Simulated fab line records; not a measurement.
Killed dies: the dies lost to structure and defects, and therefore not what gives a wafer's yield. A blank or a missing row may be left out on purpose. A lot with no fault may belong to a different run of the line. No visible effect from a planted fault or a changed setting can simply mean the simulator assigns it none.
One fault through the eyes of 2 desks | flow n5Finfet | numbers are kept per desk, each desk with only its own; the story behind them comes last

TOOL OWNER'S DESK, rieDiel-06
The tool's own readings at N5_MOL_CONTACT_COAG_ETCH_47 (etches SiNx in CH3F/O2, stops on W, target depth 27 nm): means of the sampled wafers that have a number, for each lot that ran on this tool. Marked OUT: a lot whose mean sits more than 4 standard deviations from the usual mean, which makes it out of limits; the brackets give that distance. Shown are 7 of the 10 readings it has, namely the first that went out of limits plus those furthest out on some lot.
Columns: A = etchRfOnTimeS at N5_MOL_CONTACT_COAG_ETCH_47, usual 31.5 s; B = oes_f_703_au at N5_MOL_CONTACT_COAG_ETCH_47, usual 0.78 a.u.; C = oes_o_777_au at N5_MOL_CONTACT_COAG_ETCH_47, usual 0.78 a.u.; D = oesProductAu at N5_MOL_CONTACT_COAG_ETCH_47, usual 0.69 a.u.; E = rfFwdPowerW at N5_MOL_CONTACT_COAG_ETCH_47, usual 386.1 W; F = rfVppV at N5_MOL_CONTACT_COAG_ETCH_47, usual 295 V; G = throttleValvePct at N5_MOL_CONTACT_COAG_ETCH_47, usual 16.29 %
lot  | first seen here | A               | B               | C    | D    | E               | F              | G
L877 | day 6 13:17     | 31.6            | 0.77            | 0.77 | 0.69 | 385.2           | 295            | 16.18
L880 | day 7 08:01     | 32.0            | 0.75            | 0.75 | 0.67 | 385.3           | 294            | 16.29
L888 | day 9 03:46     | 28.7 (-4.3) OUT | 1.12 (+4.6) OUT | 1.04 | 0.80 | 481.2 (+56) OUT | 266 (-5.6) OUT | 16.07
L889 | day 9 08:37     | 29.3            | 1.03            | 0.97 | 0.74 | 479.1 (+55) OUT | 268 (-5.2) OUT | 16.19
This desk finds L888, L889 out of limits, L888 being first, at day 9 03:46 (etchRfOnTimeS at N5_MOL_CONTACT_COAG_ETCH_47). Within limits: L877, L880.

AT THE METROLOGY DESK
What the gauges read, lot by lot, whatever tool the lot ran on: means of the sampled wafers that have a number. Marked OUT: a lot whose mean sits more than 4 standard deviations from the usual mean, which makes it out of limits; the brackets give that distance. Readings shown: 7 of its 10, picked as those furthest out on some lot.
Columns: A = DIBL_N at N5_BEOL_M4_RC_MEAS_101, usual 36.5 mV/V; B = DIBL_P at N5_BEOL_M4_RC_MEAS_101, usual 36.5 mV/V; C = IOFF_P at N5_BEOL_M4_RC_MEAS_101, usual 0.21 nA/um; D = SS_N at N5_BEOL_M4_RC_MEAS_101, usual 71.6 mV/dec; E = SS_P at N5_BEOL_M4_RC_MEAS_101, usual 73.4 mV/dec; F = VT_N at N5_BEOL_M4_RC_MEAS_101, usual 250 mV; G = VT_P at N5_BEOL_M4_RC_MEAS_101, usual -250.5 mV
lot  | first seen here | A    | B    | C    | D    | E    | F   | G
L874 | day 8 18:14     | 36.1 | 34.2 | 0.18 | 70.9 | 72.3 | 251 | -251.6
L877 | day 9 03:05     | 34.1 | 33.8 | 0.17 | 70.2 | 72.9 | 253 | -252.5
L880 | day 10 10:53    | 36.7 | 36.1 | 0.19 | 71.0 | 73.6 | 251 | -252.8
L881 | day 10 13:26    | 34.3 | 35.0 | 0.18 | 71.3 | 72.7 | 250 | -250.1
L888 | day 11 23:10    | 38.1 | 36.4 | 0.22 | 71.9 | 72.8 | 252 | -249.8
L889 | day 12 16:10    | 35.2 | 33.5 | 0.17 | 71.3 | 72.9 | 250 | -254.1
Finding of this desk: none of the 6 lots has anything out of limits.

PUT TOGETHER
On L888, L889, at day 9 03:46, an alarm was possible from the tool owner's desk.
Metrology desk: nothing out of limits seen.
The metrology desk holds a record of L888, L889, inside its limits.
Of the lots named, all ran N5_MOL_CONTACT_COAG_ETCH_47 on rieDiel-06.

WHAT THE SIMULATOR HAD INSERTED
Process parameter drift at N5_MOL_CONTACT_COAG_ETCH_47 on rieDiel-06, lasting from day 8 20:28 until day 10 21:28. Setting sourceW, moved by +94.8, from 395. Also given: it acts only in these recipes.
Lots struck among those shown: L888, L889.
Time in hours from fault onset to the first out-of-limits reading at each desk: the tool owner's desk, 7.
